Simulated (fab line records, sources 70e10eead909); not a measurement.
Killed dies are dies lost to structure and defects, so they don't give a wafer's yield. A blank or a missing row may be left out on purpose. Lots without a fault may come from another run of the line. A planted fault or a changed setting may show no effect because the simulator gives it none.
fab line records | flow nand_harc
record lots=11 wafers=33 last_day=24
route steps=1159 shown P_CONTACT@240 P_M0@273
lots that met no fault: from a run of the same line without faults
start_h: hours from the record's first day to the start of the lot's first wafer shown | wait_h: hours since the lot's step before | " the same as in the row above | L1.1+2: a row that stands for several wafers | - no value, or no start given | * or withheld: withheld | < > ~ a bound
route shown NAME@n: a module of which the file shows steps, and the number in the route of the first | usual: mean/standard deviation of fault-free wafers | same: alike in all rows | chamber/n: place in a boat | sites: the reading at each site | _std_site: their standard deviation | _edge_site: outer sites' mean less inner sites' | radius_mm: how far each site lies from the wafer's centre | mask NAME#n: copy n | behind: the tool/chamber that last shaped the wafer | hold: why the lot was held/for how many hours/how that ended | device: the transistor (n, p or np) that didn't switch | end of line: the same wafers' tests at the end of the route | a step without rows: its recipe alone | killed: dies lost to structure and defects at the first sort, not the wafer's yield | map: a wafer's dies, x killed, . not, _ none there
set.NAME: the setting as run; set.NAME@STEP: as run at that earlier step | model.NAME: the simulator's own value behind a step, which no gauge read
steps of the route over a sample of lots; a table a step, a row a wafer
services: from which hour (start_h, from the record's first day; less than 0 if before it) a tool's chamber was out of use, for how many hours, and why
## steps
# step NHARC_P_CONTACT_ETCH_31
# recipe target_depth_a=300 time_s=85.7 ion_energy_ev=120 over_etch_frac=1 ch3f_flow_sccm=50 o2_flow_sccm=30 ar_flow_sccm=200 rf_w=500 bias_w=100 chemistry=CH3F/O2
# usual ch3f_flow_sccm=49.99/0.16 drypump_motor_current_A=5.6/0.48 oes_product_au=0.978/0.014 rf_vpp_V=243.9/1.7 showerhead_plenum_p_Torr=2.43/0.12 throttle_valve_pct=20.664/0.0097
# same time_s=85.7
# columns lot.wafer tool chamber start_h wait_h ch3f_flow_sccm drypump_motor_current_A oes_product_au rf_hours_counter_h rf_vpp_V showerhead_plenum_p_Torr throttle_valve_pct
L396.2 rie_diel-02 0 - - 49.98 5.5 0.961 13 243.8 2.38 20.675
L396.1 " 2 " " 50.13 6.2 0.994 13 242.4 2.36 20.658
L396.5 " 3 " " 50.12 5.8 0.973 - 247.5 2.60 20.672
L397.4 rie_diel-04 1 - - 49.83 5.2 0.974 0 245.2 2.51 20.650
L397.3 " 3 " " 50.18 6.0 0.985 0 243.3 2.34 20.669
L397.1 " 0 " " 49.74 4.8 0.990 0 243.5 2.30 20.671
L400.3 rie_diel-02 0 - - 49.83 5.6 0.966 15 244.7 2.38 20.659
L400.4 " 1 " " 49.84 6.0 0.954 14 243.4 2.37 20.670
L400.1 " 2 " " 49.97 6.2 0.970 14 242.9 2.36 20.662
L399.3 rie_diel-04 2 - - 50.01 5.9 0.985 2 246.9 2.61 20.650
L399.4 " 3 " " 50.25 6.0 0.990 2 242.8 2.34 20.672
L399.2 " 1 " " 50.10 5.2 0.969 2 244.6 2.51 20.654
L403.1 rie_diel-04 1 - - 49.99 5.2 0.969 5 244.9 2.51 20.659
L403.2 " 2 " " 49.93 5.9 0.974 4 245.9 2.61 20.659
L403.6 " 3 " " 49.93 6.0 0.984 - 242.8 2.34 20.658
L405.2 rie_diel-04 2 - - 49.94 5.8 0.997 5 246.1 2.61 20.658
L405.1 " 3 " " 49.97 6.0 0.982 5 244.3 2.34 20.648
L405.6 " 3 " " 50.00 6.0 0.980 - 242.6 2.34 20.662
L413.3 rie_diel-04 3 - - 49.87 6.0 0.996 10 241.6 2.34 20.657
L413.1 " 1 " " 49.83 5.2 0.958 10 246.0 2.50 20.661
L413.4 " 2 " " 50.16 5.9 0.987 10 246.7 2.61 20.681
L414.4 rie_diel-02 3 - - 50.00 5.8 0.973 4 245.3 2.60 20.674
L414.5 " 3 " " 49.95 5.8 0.980 - 245.7 2.60 20.665
L414.6 " 0 " " 49.98 5.6 0.994 - 243.0 2.38 20.654
L417.4 rie_diel-04 0 - - 49.98 4.8 0.996 13 241.4 2.30 20.661
L417.1 " 3 " " 50.06 6.0 0.988 12 242.7 2.34 20.667
L417.6 " 0 " " 49.84 4.8 0.997 - 243.3 2.30 20.664
L418.3 rie_diel-02 3 - - 49.97 5.8 0.979 7 246.2 2.60 20.661
L418.2 " 0 " " 50.00 5.5 0.974 7 242.8 2.38 20.671
L418.6 " 1 " " 50.09 6.0 0.987 - 242.7 2.37 20.663
L419.2 rie_diel-02 0 - - 50.01 5.5 0.979 7 243.4 2.38 20.664
L419.4 " 1 " " 49.89 6.0 0.988 7 243.0 2.37 20.676
L419.6 " 1 " " 50.10 6.0 1.002 - 244.6 2.37 20.658
# step NHARC_P_CONTACT_CMP_24
# recipe t_overpolish_s=30 target_thk_nm=200
# usual motor_current_A=12.0/1.3 overpolish_run_s=30.000/0.0092 slurry_flow_ml_min=150.0/0.44 time_to_endpoint_s=39.7/2.7
# columns lot.wafer tool chamber start_h wait_h motor_current_A overpolish_run_s slurry_flow_ml_min time_to_endpoint_s
L396.1 cmp-04 1 116.49 0.5 12.8 29.990 149.7 39.0
L396.2 " 2 " " 9.8 29.993 151.0 38.4
L396.5 " 1 " " 13.5 29.988 150.0 39.5
L397.4 cmp-03 2 129.73 0.3 12.6 30.002 149.6 47.0
L397.3 " 3 " " 11.7 30.006 150.8 39.5
L397.1 " 1 " " 11.1 29.998 149.6 44.4
L400.4 cmp-03 3 133.69 0.3 11.9 30.002 149.5 40.1
L400.3 " 1 " " 11.2 29.984 150.2 42.8
L400.1 " 2 " " 12.6 30.010 149.2 46.4
L399.2 cmp-04 0 134.68 0.5 9.7 29.999 150.2 41.3
L399.4 " 2 " " 10.5 30.003 150.3 35.8
L399.3 " 3 " " 12.3 30.000 149.7 38.8
L403.1 cmp-02 3 160.52 0.5 11.2 30.008 150.2 42.1
L403.2 " 0 " " 14.8 30.004 150.6 39.9
L403.6 " 2 " " 12.1 29.986 150.5 37.1
L405.2 cmp-02 1 165.17 0.6 13.9 30.006 150.1 37.6
L405.1 " 2 " " 12.2 29.988 150.1 36.3
L405.6 " 2 " " 12.5 29.995 150.6 38.0
L413.4 cmp-02 3 222.40 0.3 10.9 30.011 149.9 37.6
L413.3 " 0 " " 15.5 30.015 149.8 38.5
L413.1 " 1 " " 13.2 30.001 150.1 36.3
L414.4 cmp-04 0 224.65 0.5 10.0 30.005 150.0 39.3
L414.6 " 1 " " 12.8 29.998 150.4 39.3
L414.5 " 2 " " 9.9 29.999 150.5 34.3
L417.1 cmp-03 1 240.07 0.5 11.4 30.011 150.0 38.9
L417.4 " 3 " " 11.6 30.000 149.5 34.9
L417.6 " 1 " " 11.9 30.003 149.7 37.9
L418.3 cmp-02 2 245.92 0.4 11.3 29.991 150.7 37.0
L418.2 " 1 " " 13.8 29.991 150.1 38.1
L418.6 " 2 " " 12.4 30.008 149.7 38.3
L419.2 cmp-03 2 246.18 0.5 12.9 29.998 149.9 43.6
L419.4 " 0 " " 12.2 30.001 150.8 40.4
L419.6 " 3 " " 11.6 29.988 150.1 38.1
# step NHARC_P_M0_PRE_CLEAN_29
# recipe time_s=30 temp_c=280 gas=H2/He
# usual heater_power_w=376/31
# same time_s=30
# columns lot.wafer tool chamber start_h wait_h heater_power_w
L396.2 pvd_sputter-02 - - - 387
L396.1 " - " " 356
L396.5 " - " " 390
L397.4 pvd_sputter-03 - - - 403
L397.1 " - " " 364
L397.3 " - " " 384
L400.3 pvd_sputter-01 - - - 391
L400.1 " - " " 382
L400.4 " - " " 382
L399.2 pvd_sputter-01 - - - 371
L399.4 " - " " 335
L399.3 " - " " 381
L403.2 pvd_sputter-02 - - - 380
L403.1 " - " " 397
L403.6 " - " " 389
L405.1 pvd_sputter-02 - - - 388
L405.2 " - " " 374
L405.6 " - " " 381
L413.4 pvd_sputter-03 - - - 385
L413.1 " - " " 331
L413.3 " - " " 369
L414.4 pvd_sputter-02 - - - 380
L414.6 " - " " 379
L414.5 " - " " 366
L417.4 pvd_sputter-03 - - - 396
L417.1 " - " " 369
L417.6 " - " " 326
L418.2 pvd_sputter-02 - - - 390
L418.3 " - " " 383
L418.6 " - " " 381
L419.2 pvd_sputter-03 - - - 335
L419.4 " - " " 371
L419.6 " - " " 322
# step NHARC_P_M0_ECD_22
# recipe target_thk_a=4000 bath_temp_c=25 material=Cu
# usual bath_temp_c=25.00/0.097
# columns lot.wafer tool chamber start_h wait_h bath_temp_c
L396.2 ecd_cu-01 1 119.23 - 25.00
L396.1 " 0 " " 24.98
L396.5 " 1 " " 25.10
L397.1 ecd_cu-01 0 132.59 - 25.04
L397.3 " 0 " " 25.04
L397.4 " 1 " " 24.92
L400.1 ecd_cu-02 1 136.47 - 24.91
L400.4 " 1 " " 24.93
L400.3 " 0 " " 25.03
L399.2 ecd_cu-02 0 137.46 - 25.11
L399.4 " 0 " " 25.23
L399.3 " 1 " " 24.89
L403.1 ecd_cu-01 1 163.35 - 25.10
L403.2 " 0 " " 24.94
L403.6 " 0 " " 25.15
L405.2 ecd_cu-01 1 167.95 - 24.95
L405.1 " 0 " " 25.11
L405.6 " 1 " " 25.01
L413.1 ecd_cu-02 0 225.24 - 24.97
L413.3 " 1 " " 25.04
L413.4 " 0 " " 25.02
L414.4 ecd_cu-02 0 227.47 - 24.94
L414.5 " 0 " " 25.05
L414.6 " 1 " " 25.04
L417.1 ecd_cu-02 1 243.06 - 25.06
L417.4 " 0 " " 25.01
L417.6 " 0 " " 25.13
L418.2 ecd_cu-01 1 248.76 - 25.07
L418.3 " 1 " " 25.06
L418.6 " 1 " " 25.15
L419.2 ecd_cu-02 1 249.01 - 25.02
L419.4 " 0 " " 25.02
L419.6 " 0 " " 25.03
# step NHARC_P_M0_CMP_23
# recipe t_overpolish_s=20 target_thk_nm=117.53
# usual motor_current_A=11.9/1.2 slurry_flow_ml_min=150.0/0.5 time_to_endpoint_s=29.1/2.4
# columns lot.wafer tool chamber start_h wait_h motor_current_A slurry_flow_ml_min time_to_endpoint_s
L396.2 cmp-03 0 120.04 - 11.4 149.6 33.5
L396.1 " 1 " " 11.4 149.9 33.7
L396.5 " 3 " " 11.8 150.2 32.0
L397.4 cmp-04 0 133.60 - 9.7 150.0 29.9
L397.1 " 1 " " 14.1 150.2 29.4
L397.3 " 3 " " 12.2 148.8 28.3
L400.1 cmp-04 2 137.20 - 9.8 149.6 27.8
L400.3 " 3 " " 12.5 149.4 32.8
L400.4 " 0 " " 10.1 151.1 34.3
L399.4 cmp-03 2 138.23 - 12.3 150.2 32.3
L399.3 " 3 " " 11.9 149.8 26.8
L399.2 " 0 " " 11.9 150.2 26.5
L403.2 cmp-03 3 164.12 - 11.8 149.9 45.1
L403.1 " 0 " " 12.1 148.8 28.8
L403.6 " 1 " " 10.9 149.7 49.0
L405.1 cmp-03 1 168.68 - 11.5 149.4 46.5
L405.2 " 0 " " 12.2 149.8 29.5
L405.6 " 1 " " 10.8 149.4 26.8
L413.4 cmp-01 2 226.00 - 11.0 150.7 28.8
L413.3 " 3 " " 13.4 150.0 29.6
L413.1 " 1 " " 12.9 149.7 28.2
L414.4 cmp-03 3 228.19 - 11.9 149.7 26.6
L414.5 " 2 " " 12.2 150.2 30.1
L414.6 " 3 " " 11.9 149.1 24.3
L417.1 cmp-04 1 243.78 - 14.1 150.8 30.6
L417.4 " 3 " " 12.6 150.0 32.7
L417.6 " 1 " " 13.7 150.7 31.1
L418.2 cmp-03 3 249.48 - 11.9 150.5 29.2
L418.3 " 0 " " 11.3 149.6 30.3
L418.6 " 1 " " 11.8 149.6 29.6
L419.4 cmp-04 0 249.70 - 9.7 150.4 30.3
L419.2 " 3 " " 11.7 151.0 29.4
L419.6 " 1 " " 13.5 151.0 28.8
## services
# columns tool chamber start_h hours kind
ecd_cu-01 - 96.28 8.0 pm
pvd_sputter-03 - 102.05 10.0 pm
cmp-04 - 105.10 4.0 pm
rie_diel-04 - 111.90 9.0 pm
cmp-03 - 119.21 0.5 repair
cmp-02 - 133.55 4.0 pm
rie_diel-02 - 150.78 9.0 pm
cmp-03 - 158.41 4.0 pm
ecd_cu-02 - 173.03 0.3 repair
cmp-02 - 176.60 2.6 repair
ecd_cu-02 - 180.00 8.0 pm
pvd_sputter-02 - 187.60 2.7 repair
cmp-04 - 187.84 0.7 repair
rie_diel-02 - 192.06 0.7 repair
pvd_sputter-03 - 195.69 6.6 repair
cmp-04 - 196.91 1.4 repair
cmp-04 - 200.36 0.8 repair
cmp-04 - 203.10 4.0 pm
rie_diel-04 - 220.34 0.2 repair
cmp-04 - 222.65 1.7 repair
ecd_cu-01 - 225.89 2.1 repair
pvd_sputter-03 - 226.36 4.4 repair
pvd_sputter-02 - 231.39 10.0 pm
cmp-02 - 231.55 4.0 pm
## key
first_sign step=NHARC_P_M0_CMP_23 reading=time_to_endpoint_s direction=up sigmas=7.3 usual=* struck=*
effect none on later readings
met_at NHARC_P_M0_ECD_22
struck_lots L403,L405
struck_wafers L403.2,L403.6,L405.1
not_acting_at NHARC_P_CONTACT_ETCH_31,NHARC_P_CONTACT_CMP_24,NHARC_P_M0_PRE_CLEAN_29
onset_between 132.59 163.35
fault kind=process_parameter_drift tool=ecd_cu-01 chamber=0 onset_h=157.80 steps=NHARC_P_M0_ECD_22 channel=target_thk_a offset=* shape=step end_h=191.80 acts_in=* stated=*
